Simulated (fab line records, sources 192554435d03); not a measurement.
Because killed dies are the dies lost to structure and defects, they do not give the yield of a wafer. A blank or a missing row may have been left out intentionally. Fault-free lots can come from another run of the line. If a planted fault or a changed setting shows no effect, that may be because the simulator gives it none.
fab line records | flow n5_finfet
[record] lots = 4 | wafers = 12 | last_day = 18
route steps=1938 shown BEOL_M4@1099 BEOL_M5@1112 PASSIVATION@1936
lots that met no fault: from a run of the same line without faults
start_h: hours from the record's opening day to when the first of the lot's shown wafers began | wait_h: hours from the lot's prior step to this one | " the same as in the row above | L1.1+2: a single row standing in for several wafers | - either no value or no given start | * or withheld: withheld | < > ~ a bound
route shown NAME@n: a module of which the file shows steps, and the number in the route of the first | usual: mean and standard deviation over wafers with no fault | same: alike in all rows | chamber/n: place in a boat | sites: per-site readings | _std_site: their standard deviation | _edge_site: the outer-site mean with the inner-site mean subtracted | radius_mm: for every site, how far away it sits from the centre of the wafer | mask NAME#n: copy n | behind: the most recent tool/chamber to have shaped the wafer | hold: what put the lot on hold/how long, in hours/how the hold closed | device: the n, p or np transistor that did not switch | end of line: tests run on the same wafers once the route is complete | step lacking rows: just its recipe | killed: dies that structure and defects cost at the first sort, which is not the same as the wafer's yield | map: the dies of a wafer, with x for killed, . for not killed, _ for no die there
set.NAME: the run value of the setting; set.NAME@STEP: its run value at that earlier step | model.NAME: the simulator's own value behind a step, which no gauge read
certain route steps with their lots: each step a table, each wafer a row
services: when a tool's chamber went out of use (start_h, in hours from the record's first day, below 0 if earlier), for how many hours, and the reason
[[steps]]
[step N5_BEOL_M4_ANNEAL_95]
[recipe] temp_c = 400 | time_s = 240 | ambient = vacuum
[step N5_BEOL_M4_SPUTTER_96]
[recipe] material = Cu | target_thk_a = 45 | temp_c = -20 | chamber_pressure_pa = 0.07 | power_w = withheld | time_s = 8.29
[step N5_BEOL_M4_ECD_50]
[recipe] material = Cu | target_thk_a = 3000
[step N5_BEOL_M4_ANNEAL_51]
[recipe] temp_c = 225 | time_s = 90 | ambient = N2
[step N5_BEOL_M4_CMP_52]
[recipe] stop_on = SiOC | t_overpolish_s = 6.8 | down_force_psi = 1 | platen_rpm = 50 | clearing_platen_down_force_psi = 1.5 | clearing_platen_rpm = 50 | post_cmp_clean = cu_alkaline | target_thk_nm = 40 | clearing_platen_pad_velocity_m_s = 0.99484 | pad_velocity_m_s = 0.99484
[step N5_BEOL_M4_PRE_CLEAN_60]
[recipe] gas = NH3/H2 | time_s = 15 | temp_c = * | rf_power_w = 300
[step N5_BEOL_M4_CO_CAP_55]
[recipe] material = Co | target_thk_a = 20 | temp_c = 200 | precursor = CCTBA/H2 | pressure_torr = 30 | time_s = 102.1
[step N5_BEOL_M4_PRE_CLEAN_56]
[recipe] gas = NH3 | time_s = 15 | temp_c = withheld | rf_power_w = 300
[step N5_BEOL_M4_DEP_57]
[recipe] material = SiCN | target_thk_a = 80 | temp_c = withheld | precursor = 3MS/NH3 | pressure_torr = 3 | rf_w = 202 | time_s = 14
[step N5_BEOL_M4_RC_MEAS_101]
[usual] DIBL_N = 36.0/1.9 | DIBL_P = 35.6/2.2 | IOFF_N = 0.15/0.031 | IOFF_P = 0.19/0.032 | ION_N = 668/11 | ION_P = 455/7.2 | SS_N = 71.5/0.65 | SS_P = 73.4/0.64 | VT_N = 251/3.6 | VT_P = -253/3.3
lot.wafer | tool      | chamber | start_h | wait_h | DIBL_N[mV/V] | DIBL_P[mV/V] | IOFF_N[nA/um] | IOFF_P[nA/um] | ION_N[uA/um] | ION_P[uA/um] | SS_N[mV/dec] | SS_P[mV/dec] | VT_N[mV] | VT_P[mV]
L439.1    | prober-02 | 0       | 193.73  | 0.0    | 38.4         | 38.5         | 0.17          | 0.19          | 676          | 449          | 72.3         | 74.2         | 249      | -254
L439.3    | "         | 0       | "       | "      | 36.9         | 37.4         | 0.14          | 0.18          | 667          | 448          | 71.9         | 73.7         | 252      | -254
L439.6    | "         | 0       | "       | "      | 36.8         | 37.4         | 0.14          | 0.17          | 660          | 451          | 72.2         | 73.3         | 252      | -255
L444.3    | prober-01 | 0       | 241.53  | 0.3    | 37.3         | 38.6         | 0.19          | 0.22          | 679          | 465          | 72.7         | 73.5         | 245      | -250
L444.5    | "         | 0       | "       | "      | 36.6         | 38.7         | 0.17          | 0.22          | 670          | 462          | 71.8         | 73.1         | 251      | -251
L444.6    | "         | 0       | "       | "      | 39.4         | 41.2         | 0.22          | 0.26          | 690          | 468          | 72.8         | 74.9         | 245      | -248
L456.1    | prober-02 | 0       | 313.66  | 0.0    | 39.0         | 37.8         | 0.18          | 0.21          | 668          | 457          | 71.8         | 74.2         | 249      | -252
L456.2    | "         | 0       | "       | "      | 36.6         | 35.2         | 0.15          | 0.18          | 674          | 453          | 70.4         | 73.2         | 252      | -253
L456.6    | "         | 0       | "       | "      | 36.7         | 35.5         | 0.15          | 0.18          | 682          | 458          | 71.2         | 73.5         | 252      | -255
L457.3    | prober-01 | 0       | 332.21  | 0.3    | 39.9         | 40.0         | 0.25          | 0.25          | 690          | 463          | 72.6         | 74.3         | 243      | -250
L457.4    | "         | 0       | "       | "      | 36.7         | 36.0         | 0.16          | 0.19          | 667          | 454          | 71.5         | 73.2         | 245      | -256
L457.5    | "         | 0       | "       | "      | 39.0         | 38.2         | 0.20          | 0.22          | 683          | 455          | 71.3         | 74.4         | 248      | -249
[step N5_BEOL_M5_ILD_DEP_00]
[recipe] material = SiCOH_lowk | target_thk_a = 1406.4 | temp_c = 300 | precursor = DEMS/porogen | pressure_torr = 5 | rf_w = 500 | time_s = 25.9
[usual] heater_power_w = 352/43 | showerhead_plenum_p_Torr = 5.731/0.013 | throttle_valve_pct = 13.7/0.58
lot.wafer | tool     | chamber | start_h | wait_h | heater_power_w | showerhead_plenum_p_Torr | throttle_valve_pct | model.SiCOH_lowk_of_BEOL_M5_ILD_DEP_00.thk_nm
L439.1    | pecvd-01 | 1       | 194.71  | 0.8    | 355            | 5.742                    | 14.3               | 139.8
L439.3    | "        | 0       | "       | "      | 374            | 5.720                    | 14.2               | 138.6
L439.6    | "        | 2       | "       | "      | 383            | 5.739                    | 13.2               | 139.6
L444.3    | pecvd-03 | 1       | 242.18  | 0.5    | 287            | 5.718                    | 13.2               | 140.2
L444.5    | "        | 2       | "       | "      | 405            | 5.735                    | 13.2               | 143.6
L444.6    | "        | 0       | "       | "      | 341            | 5.720                    | 13.7               | 140.4
L456.1    | pecvd-01 | 0       | 314.63  | 0.8    | 339            | 5.715                    | 14.3               | 47.8
L456.2    | "        | 1       | "       | "      | 295            | 5.728                    | 14.1               | 47.8
L456.6    | "        | 2       | "       | "      | 366            | 5.743                    | 12.9               | 45.2
L457.3    | pecvd-01 | 2       | 332.86  | 0.5    | 375            | 5.752                    | 13.2               | 46.8
L457.4    | "        | 1       | "       | "      | 350            | 5.738                    | 14.2               | 50.4
L457.5    | "        | 0       | "       | "      | 352            | 5.712                    | 14.5               | 49
[step N5_BEOL_M5_CURE_79]
[recipe] temp_c = 385 | time_s = 240 | ambient = He/Ar | material = SiCOH_lowk
[step N5_BEOL_M5_THK_MEAS_01]
[recipe] reads = SiCOH_lowk_of_BEOL_M5_ILD_DEP_00
[usual] M5_ILD_THK = 120.8/1.5
lot.wafer | tool          | chamber | start_h | wait_h | M5_ILD_THK[nm]
L439.1    | film_metro-02 | -       | 197.56  | 0.4    | 120.1
L439.3    | "             | -       | "       | "      | 119.3
L439.6    | "             | -       | "       | "      | 120.1
L444.3    | film_metro-01 | -       | 243.24  | 0.5    | 120.7
L444.5    | "             | -       | "       | "      | 123.5
L444.6    | "             | -       | "       | "      | 120.8
L456.1    | film_metro-01 | -       | 315.69  | 0.8    | 40.8
L456.2    | "             | -       | "       | "      | 40.9
L456.6    | "             | -       | "       | "      | 38.6
L457.3    | film_metro-02 | -       | 333.44  | 0.3    | 40.1
L457.4    | "             | -       | "       | "      | 43.1
L457.5    | "             | -       | "       | "      | 42.0
[step N5_BEOL_M5_PECVD_70]
[recipe] material = SiO2 | target_thk_a = 160 | temp_c = 400 | precursor = TEOS/O2 | pressure_torr = 5.5 | rf_w = 450 | teos_flow_sccm = 53.8 | gas = O2 | flow_sccm = 3000 | time_s = 18
[step N5_BEOL_M5_HM_DEP_02]
[recipe] material = TiN | target_thk_a = 200 | temp_c = 25 | chamber_pressure_pa = 0.49996
[step N5_BEOL_M5_COAT_59]
[recipe] resist = SOC | temp_c = 250 | time_s = 60 | spin_rpm = 1500 | resist_thk_nm = 60
[step N5_BEOL_M5_COAT_60]
[recipe] resist = SiARC | temp_c = 220 | time_s = 60 | spin_rpm = 1500 | resist_thk_nm = 12
[step N5_BEOL_M5_COAT_71]
[recipe] resist = underlayer | temp_c = 205 | time_s = 60 | spin_rpm = 1500 | resist_thk_nm = 5
[step N5_BEOL_M5_COAT_05]
[recipe] resist = CAR-EUV | spin_rpm = 1500 | resist_thk_nm = 30
[step N5_BEOL_M5_EBR_07]
[recipe] solvent = PGMEA | ebr_width_mm = 1.5
[step N5_BEOL_M5_SOFTBAKE_06]
[recipe] temp_c = 110 | time_s = 60 | resist = CAR-EUV
[step N5_BEOL_M5_EXPOSE_08]
[recipe] mask_id = M5 | na = 0.33 | source_shape = annular | sigma_inner = 0.4 | sigma_outer = 0.8 | polarization = unpolarized | target_cd_nm = 28 | dose_mj = 35.75
[step N5_BEOL_M5_PEB_09]
[recipe] peb_temp_c = 100 | peb_time_s = 60 | resist = CAR-EUV
[step N5_BEOL_M5_DEVELOP_10]
[recipe] develop_time_s = 30 | developer = TMAH | resist = CAR-EUV | rinse_liquid = surfactant_rinse | dry = air_spin | dev_temp_c = 23
[step N5_BEOL_M5_DESCUM_16]
[recipe] chemistry = O2 | time_s = 7 | source_power_w = 50 | bias_power_w = 20 | pressure_mtorr = 20 | rf_frequency_hz = 2.712e+07 | temp_c = 40 | resist = CAR-EUV | o2_flow_sccm = 225
[step N5_BEOL_M5_ETCH_72]
[recipe] chemistry = N2/H2 | target = underlayer | target_depth_a = 65 | mask_material = CAR-EUV | time_s = 5.2 | ion_energy_ev = 200 | pressure_mtorr = 30 | source_w = 840 | bias_w = 150 | n2_flow_sccm = 200 | h2_flow_sccm = 200 | ends = cleared
[step N5_BEOL_M5_ETCH_61]
[recipe] chemistry = CF4 | target = SiARC | target_depth_a = 156 | mask_material = CAR-EUV | time_s = 26 | ion_energy_ev = 80 | pressure_mtorr = 40 | source_w = 545 | bias_w = 36 | Ar_flow_sccm = 100 | cf4_flow_sccm = 100 | ends = cleared
[step N5_BEOL_M5_ETCH_62]
[recipe] chemistry = N2/H2 | target = SOC | target_depth_a = 750 | overetch_a = 150 | mask_material = SiARC | temp_c = 40 | time_s = 112.5 | ion_energy_ev = 200 | pressure_mtorr = 30 | source_w = 840 | bias_w = 150 | n2_flow_sccm = 200 | h2_flow_sccm = 200
[step N5_BEOL_M5_STRIP_63]
[recipe] chemistry = N2/H2 | temp_c = 40 | n2_flow_sccm = 200 | h2_flow_sccm = 200 | rf_frequency_hz = 6e+07
[step N5_BEOL_M5_STRIP_73]
[recipe] chemistry = N2/H2 | temp_c = 40 | n2_flow_sccm = 200 | h2_flow_sccm = 200 | rf_frequency_hz = 6e+07
[step N5_BEOL_M5_STRIP_64]
[recipe] chemistry = CF4 | resist = SiARC | power_w = 300 | bias_power_w = 75 | pressure_mtorr = 50 | cf4_flow_sccm = 150 | rf_frequency_hz = 6e+07
[step N5_BEOL_M5_HM_OPEN_17]
[recipe] chemistry = Cl2/BCl3 | target_depth_a = 200 | overetch_a = 60 | target = TiN | mask_material = SOC | ion_energy_ev = 150 | pressure_mtorr = 10 | icp_w = 1000 | bias_w = 126 | Cl2_flow_sccm = 53.25 | bcl3_flow_sccm = 21.75 | Ar_flow_sccm = 25
[step N5_BEOL_M5_STRIP_19]
[recipe] chemistry = O2 | power_w = 400 | temp_c = 40 | pressure_mtorr = 30 | rf_frequency_hz = 6e+07 | bias_power_w = 0 | overash_fraction = 0.2 | o2_flow_sccm = 225
[step N5_BEOL_M5_COAT_65]
[recipe] resist = SOC | temp_c = 250 | time_s = 60 | spin_rpm = 1500 | resist_thk_nm = 60
[step N5_BEOL_M5_COAT_66]
[recipe] resist = SiARC | temp_c = 220 | time_s = 60 | spin_rpm = 1500 | resist_thk_nm = 12
[step N5_BEOL_M5_CMP_52]
[recipe] stop_on = SiCOH_lowk | t_overpolish_s = 6.9 | down_force_psi = 1 | platen_rpm = 50 | clearing_platen_down_force_psi = 1.5 | clearing_platen_rpm = 50 | post_cmp_clean = cu_alkaline | target_thk_nm = 62 | clearing_platen_pad_velocity_m_s = 0.99484 | pad_velocity_m_s = 0.99484
[usual] clearing_platen_down_force_psi = 1.5000/0.0029 | motor_current_A = 5.9/0.51
lot.wafer | tool   | chamber | start_h | wait_h | clearing_platen_down_force_psi | motor_current_A | model.SiCOH_lowk_of_BEOL_M5_ILD_DEP_00.thk_nm
L439.3    | cmp-03 | 0       | 209.04  | 0.2    | 1.5043                         | 6.6             | 116.2
L439.1    | "      | 1       | "       | "      | 1.5015                         | 5.6             | 117.2
L439.6    | "      | 0       | "       | "      | 1.5008                         | 6.7             | 117.2
L444.3    | cmp-02 | 1       | 254.20  | 0.4    | 1.4924                         | 5.2             | 117.6
L444.5    | "      | 1       | "       | "      | 1.4971                         | 5.6             | 120.6
L444.6    | "      | 2       | "       | "      | 1.5005                         | 6.4             | 117.8
L456.2    | cmp-02 | 1       | 326.49  | 0.2    | 1.4934                         | 5.1             | 37.8
L456.1    | "      | 3       | "       | "      | 1.4978                         | 6.5             | 37.8
L456.6    | "      | 2       | "       | "      | 1.4976                         | 5.9             | 35.6
L457.4    | cmp-04 | 1       | 345.28  | 0.1    | 1.4993                         | 5.3             | 40.2
L457.3    | "      | 0       | "       | "      | 1.4945                         | 5.2             | 37.2
L457.5    | "      | 2       | "       | "      | 1.4995                         | 5.9             | 39
[step N5_PASSIVATION_PROBE_49]
[usual] defect_limited_yield = 91.3/1.4 | killed_at_M0_to_M3 = 34/10 | killed_at_M4_up = 14/5.5 | killed_at_contacts = 12/6 | killed_at_front_end = 40/10 | killed_at_other = 3.0/2.4 | killed_dies = 103/17 | killed_on_rim = 13/4.3 | killed_open = 68/13 | killed_short = 34/7.8 | sort_bin_5_function = 5.1/0.97 | sort_bin_6_memory = 3.3/0.66 | sort_n_pass = 1077/17 | sort_yield_pct = 91.2/1.4
[same] gross_dies = 1180 | killed_at_back_side = 0 | sort_bin_4_leakage[%] = 0 | sort_bin_8_speed[%] = 0
lot.wafer | tool      | chamber | start_h | wait_h | defect_limited_yield[%] | killed_at_M0_to_M3 | killed_at_M4_up | killed_at_contacts | killed_at_front_end | killed_at_other | killed_dies | killed_on_rim | killed_open | killed_short | sort_bin_5_function[%] | sort_bin_6_memory[%] | sort_n_pass | sort_yield_pct[%]
L439.1    | prober-02 | -       | 294.82  | 0.0    | 91.2                    | 22                 | 15              | 9                  | 57                  | 1               | 104         | 12            | 71          | 33           | 5.4                    | 3.1                  | 1076        | 91.2
L439.3    | prober-02 | -       | 294.92  | 0.1    | 89.1                    | 34                 | 20              | 16                 | 56                  | 3               | 129         | 13            | 86          | 42           | 7.6                    | 3.0                  | 1051        | 89.1
L439.6    | prober-02 | -       | 295.07  | 0.3    | 91.7                    | 43                 | 3               | 6                  | 43                  | 3               | 98          | 11            | 65          | 33           | 5.3                    | 2.6                  | 1082        | 91.7
L456.1    | prober-01 | -       | 422.07  | 0.0    | 0                       | 36                 | 1080            | 11                 | 53                  | 0               | 1180        | 152           | 81          | 31           | 5.2                    | 4.2                  | 0           | 0
L456.2    | prober-01 | -       | 422.12  | 0.1    | 0                       | 58                 | 1054            | 21                 | 46                  | 1               | 1180        | 152           | 85          | 50           | 6.2                    | 5.2                  | 0           | 0
L456.6    | prober-01 | -       | 422.32  | 0.3    | 0                       | 34                 | 1061            | 17                 | 67                  | 1               | 1180        | 152           | 91          | 29           | 5.7                    | 4.2                  | 0           | 0
L457.3    | prober-01 | -       | 428.16  | 0.1    | 0                       | 29                 | 1084            | 22                 | 43                  | 2               | 1180        | 152           | 69          | 42           | 6.4                    | 3.1                  | 0           | 0
L457.4    | prober-01 | -       | 428.21  | 0.2    | 0                       | 39                 | 1097            | 11                 | 28                  | 5               | 1180        | 152           | 64          | 32           | 4.7                    | 3.3                  | 0           | 0
L457.5    | prober-01 | -       | 428.26  | 0.2    | 0                       | 34                 | 1092            | 10                 | 43                  | 1               | 1180        | 152           | 65          | 28           | 4.5                    | 3.6                  | 0           | 0
// killed by level:class
L439.1 FIN_SAQP:geometric_particle:open=21 FIN_SAQP:geometric_particle:short=13 BEOL_M0_SAQP:geometric_particle:open=8 BEOL_M4:geometric_particle:open=8 MOL_CONTACT_COAG:geometric_particle:open=7 BEOL_M0_SAQP:geometric_particle:short=7 STI_FIN_REVEAL:geometric_particle:open=6 DUMMY_GATE:geometric_particle:open=4
L439.3 FIN_SAQP:geometric_particle:open=24 MOL_CONTACT_COAG:geometric_particle:open=15 FIN_SAQP:geometric_particle:short=9 BEOL_M0_SAQP:geometric_particle:short=9 BEOL_M3:geometric_particle:open=8 BEOL_M1:geometric_particle:open=6 BEOL_M4:geometric_particle:open=6 STARTING-WAFER:geometric_particle:short=5
L439.6 FIN_SAQP:geometric_particle:open=16 BEOL_M3:geometric_particle:open=12 FIN_SAQP:geometric_particle:short=11 BEOL_M0_SAQP:geometric_particle:short=10 BEOL_M0_SAQP:geometric_particle:open=9 STI_FIN_REVEAL:geometric_particle:open=6 MOL_CONTACT_COAG:geometric_particle:open=5 STARTING-WAFER:geometric_particle:open=4
L456.1 BEOL_M5:area_dep=1068 STI_FIN_REVEAL:geometric_particle:open=11 BEOL_M3:geometric_particle:open=11 FIN_SAQP:geometric_particle:open=10 MOL_CONTACT_COAG:geometric_particle:open=10 BEOL_M0_SAQP:geometric_particle:short=7 DUMMY_GATE:geometric_particle:open=6 STARTING-WAFER:geometric_particle:open=6
L456.2 BEOL_M5:area_dep=1043 BEOL_M0_SAQP:geometric_particle:short=18 MOL_CONTACT_COAG:geometric_particle:open=17 FIN_SAQP:geometric_particle:open=14 BEOL_M3:geometric_particle:open=14 BEOL_M0_SAQP:geometric_particle:open=12 BEOL_M4:geometric_particle:open=7 DUMMY_GATE:geometric_particle:open=7
L456.6 BEOL_M5:area_dep=1055 FIN_SAQP:geometric_particle:open=18 DUMMY_GATE:geometric_particle:open=13 MOL_CONTACT_COAG:geometric_particle:open=13 BEOL_M3:geometric_particle:open=10 BEOL_M1:geometric_particle:open=9 STI_FIN_REVEAL:geometric_particle:open=8 BEOL_M0_SAQP:geometric_particle:short=5
L457.3 BEOL_M5:area_dep=1063 GATE_CUT:geometric_particle:short=12 MOL_CONTACT_COAG:geometric_particle:open=12 MOL_CONTACT_COAG:geometric_particle:short=10 BEOL_M4:geometric_particle:open=8 BEOL_M3:geometric_particle:open=8 BEOL_M2:geometric_particle:open=7 FIN_SAQP:geometric_particle:open=6
L457.4 BEOL_M5:area_dep=1083 BEOL_M0_SAQP:geometric_particle:open=11 FIN_SAQP:geometric_particle:open=9 BEOL_M0_SAQP:geometric_particle:short=9 MOL_CONTACT_COAG:geometric_particle:open=7 BEOL_M2:geometric_particle:open=5 BEOL_M3:geometric_particle:open=5 BEOL_M4:geometric_particle:open=5
L457.5 BEOL_M5:area_dep=1080 BEOL_M1:geometric_particle:open=14 STI_FIN_REVEAL:geometric_particle:open=12 MOL_CONTACT_COAG:geometric_particle:open=7 FIN_SAQP:geometric_particle:open=6 BEOL_M4:geometric_particle:open=6 FIN_SAQP:geometric_particle:short=4 DUMMY_GATE:geometric_particle:open=4
// map L456.1 (x killed, . not)
_________________xxxxxxxxxxxx________________
______________xxxxxxxxxxxxxxxxxx_____________
___________xxxxxxxxxxxxxxxxxxxxxxxx__________
__________xxxxxxxxxxxxxxxxxxxxxxxxxx_________
________xxxxxxxxxxxxxxxxxxxxxxxxxxxxxx_______
_______xxxxxxxxxxxxxxxxxxxxxxxxxxxxxxxx______
______xxxxxxxxxxxxxxxxxxxxxxxxxxxxxxxxxx_____
_____xxxxxxxxxxxxxxxxxxxxxxxxxxxxxxxxxxxx____
____xxxxxxxxxxxxxxxxxxxxxxxxxxxxxxxxxxxxxx___
___xxxxxxxxxxxxxxxxxxxxxxxxxxxxxxxxxxxxxxxx__
___xxxxxxxxxxxxxxxxxxxxxxxxxxxxxxxxxxxxxxxx__
__xxxxxxxxxxxxxxxxxxxxxxxxxxxxxxxxxxxxxxxxxx_
__xxxxxxxxxxxxxxxxxxxxxxxxxxxxxxxxxxxxxxxxxx_
_xxxxxxxxxxxxxxxxxxxxxxxxxxxxxxxxxxxxxxxxxxxx
_xxxxxxxxxxxxxxxxxxxxxxxxxxxxxxxxxxxxxxxxxxxx
_xxxxxxxxxxxxxxxxxxxxxxxxxxxxxxxxxxxxxxxxxxxx
_xxxxxxxxxxxxxxxxxxxxxxxxxxxxxxxxxxxxxxxxxxxx
_xxxxxxxxxxxxxxxxxxxxxxxxxxxxxxxxxxxxxxxxxxxx
_xxxxxxxxxxxxxxxxxxxxxxxxxxxxxxxxxxxxxxxxxxxx
_xxxxxxxxxxxxxxxxxxxxxxxxxxxxxxxxxxxxxxxxxxxx
_xxxxxxxxxxxxxxxxxxxxxxxxxxxxxxxxxxxxxxxxxxxx
__xxxxxxxxxxxxxxxxxxxxxxxxxxxxxxxxxxxxxxxxxx_
__xxxxxxxxxxxxxxxxxxxxxxxxxxxxxxxxxxxxxxxxxx_
___xxxxxxxxxxxxxxxxxxxxxxxxxxxxxxxxxxxxxxxx__
___xxxxxxxxxxxxxxxxxxxxxxxxxxxxxxxxxxxxxxxx__
____xxxxxxxxxxxxxxxxxxxxxxxxxxxxxxxxxxxxxx___
_____xxxxxxxxxxxxxxxxxxxxxxxxxxxxxxxxxxxx____
______xxxxxxxxxxxxxxxxxxxxxxxxxxxxxxxxxx_____
_______xxxxxxxxxxxxxxxxxxxxxxxxxxxxxxxx______
________xxxxxxxxxxxxxxxxxxxxxxxxxxxxxx_______
__________xxxxxxxxxxxxxxxxxxxxxxxxxx_________
___________xxxxxxxxxxxxxxxxxxxxxxxx__________
______________xxxxxxxxxxxxxxxxxx_____________
_________________xxxxxxxxxxxx________________
// map L457.3 (x killed, . not)
_________________xxxxxxxxxxxx________________
______________xxxxxxxxxxxxxxxxxx_____________
___________xxxxxxxxxxxxxxxxxxxxxxxx__________
__________xxxxxxxxxxxxxxxxxxxxxxxxxx_________
________xxxxxxxxxxxxxxxxxxxxxxxxxxxxxx_______
_______xxxxxxxxxxxxxxxxxxxxxxxxxxxxxxxx______
______xxxxxxxxxxxxxxxxxxxxxxxxxxxxxxxxxx_____
_____xxxxxxxxxxxxxxxxxxxxxxxxxxxxxxxxxxxx____
____xxxxxxxxxxxxxxxxxxxxxxxxxxxxxxxxxxxxxx___
___xxxxxxxxxxxxxxxxxxxxxxxxxxxxxxxxxxxxxxxx__
___xxxxxxxxxxxxxxxxxxxxxxxxxxxxxxxxxxxxxxxx__
__xxxxxxxxxxxxxxxxxxxxxxxxxxxxxxxxxxxxxxxxxx_
__xxxxxxxxxxxxxxxxxxxxxxxxxxxxxxxxxxxxxxxxxx_
_xxxxxxxxxxxxxxxxxxxxxxxxxxxxxxxxxxxxxxxxxxxx
_xxxxxxxxxxxxxxxxxxxxxxxxxxxxxxxxxxxxxxxxxxxx
_xxxxxxxxxxxxxxxxxxxxxxxxxxxxxxxxxxxxxxxxxxxx
_xxxxxxxxxxxxxxxxxxxxxxxxxxxxxxxxxxxxxxxxxxxx
_xxxxxxxxxxxxxxxxxxxxxxxxxxxxxxxxxxxxxxxxxxxx
_xxxxxxxxxxxxxxxxxxxxxxxxxxxxxxxxxxxxxxxxxxxx
_xxxxxxxxxxxxxxxxxxxxxxxxxxxxxxxxxxxxxxxxxxxx
_xxxxxxxxxxxxxxxxxxxxxxxxxxxxxxxxxxxxxxxxxxxx
__xxxxxxxxxxxxxxxxxxxxxxxxxxxxxxxxxxxxxxxxxx_
__xxxxxxxxxxxxxxxxxxxxxxxxxxxxxxxxxxxxxxxxxx_
___xxxxxxxxxxxxxxxxxxxxxxxxxxxxxxxxxxxxxxxx__
___xxxxxxxxxxxxxxxxxxxxxxxxxxxxxxxxxxxxxxxx__
____xxxxxxxxxxxxxxxxxxxxxxxxxxxxxxxxxxxxxx___
_____xxxxxxxxxxxxxxxxxxxxxxxxxxxxxxxxxxxx____
______xxxxxxxxxxxxxxxxxxxxxxxxxxxxxxxxxx_____
_______xxxxxxxxxxxxxxxxxxxxxxxxxxxxxxxx______
________xxxxxxxxxxxxxxxxxxxxxxxxxxxxxx_______
__________xxxxxxxxxxxxxxxxxxxxxxxxxx_________
___________xxxxxxxxxxxxxxxxxxxxxxxx__________
______________xxxxxxxxxxxxxxxxxx_____________
_________________xxxxxxxxxxxx________________
[[services]]
tool     | chamber | start_h | hours | kind
cmp-02   | -       | 180.29  | 3.1   | pm
pecvd-01 | -       | 203.81  | 0.8   | pm
pecvd-01 | -       | 218.69  | 0.9   | repair
cmp-02   | -       | 228.00  | 4.7   | repair
pecvd-01 | 2       | 236.31  | 2.1   | scheduled_down
cmp-03   | -       | 238.14  | 4.0   | pm
cmp-03   | -       | 242.14  | -     | consumable_replace:conditioner
cmp-03   | -       | 242.14  | -     | consumable_replace:pad
pecvd-03 | 1       | 243.89  | 5.5   | scheduled_down
cmp-03   | -       | 257.10  | 0.3   | repair
pecvd-03 | 0       | 281.20  | 5.5   | scheduled_down
pecvd-01 | 1       | 281.62  | 2.1   | scheduled_down
cmp-02   | -       | 293.20  | 6.2   | repair
cmp-02   | -       | 315.41  | 6.9   | repair
cmp-03   | -       | 340.37  | 1.7   | repair
pecvd-03 | 2       | 344.90  | 2.2   | repair
[[key]]
[first_sign] step = N5_BEOL_M5_THK_MEAS_01 | reading = M5_ILD_THK | direction = down | sigmas = 53 | usual = 120.8 | struck = 40.9
[effect] step = N5_PASSIVATION_PROBE_49 | reading = killed_at_M4_up | direction = up | sigmas = 99+ | usual = 14 | struck = 1078
[model_effect] step = N5_BEOL_M5_ILD_DEP_00 | value = SiCOH_lowk_of_BEOL_M5_ILD_DEP_00.thk_nm | without = 140.6 | struck = 47.83
[model_effect] step = N5_BEOL_M5_CMP_52 | value = SiCOH_lowk_of_BEOL_M5_ILD_DEP_00.thk_nm | without = 117.9 | struck = 37.93
[more_kills_born_at] N5_BEOL_M5_ILD_DEP_00@pecvd-01 = 6392
met_at N5_BEOL_M5_ILD_DEP_00
struck_wafers L456.1,L456.2,L456.6,L457.3,L457.4,L457.5
later_rows_left_out L456.1,L456.2,L456.6,L457.3,L457.4,L457.5
onset_between 194.71 314.63
also_fits time
[fault] kind = process_parameter_drift | tool = pecvd-01 | chamber = - | onset_h = 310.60 | steps = N5_BEOL_M5_ILD_DEP_00 | channel = time_s | offset = * | shape = step | end_h = 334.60 | acts_in = * | stated = *
// later_rows_left_out: the simulator's readings of these wafers behind a module that went badly wrong aren't trusted and aren't shown, but for the sort
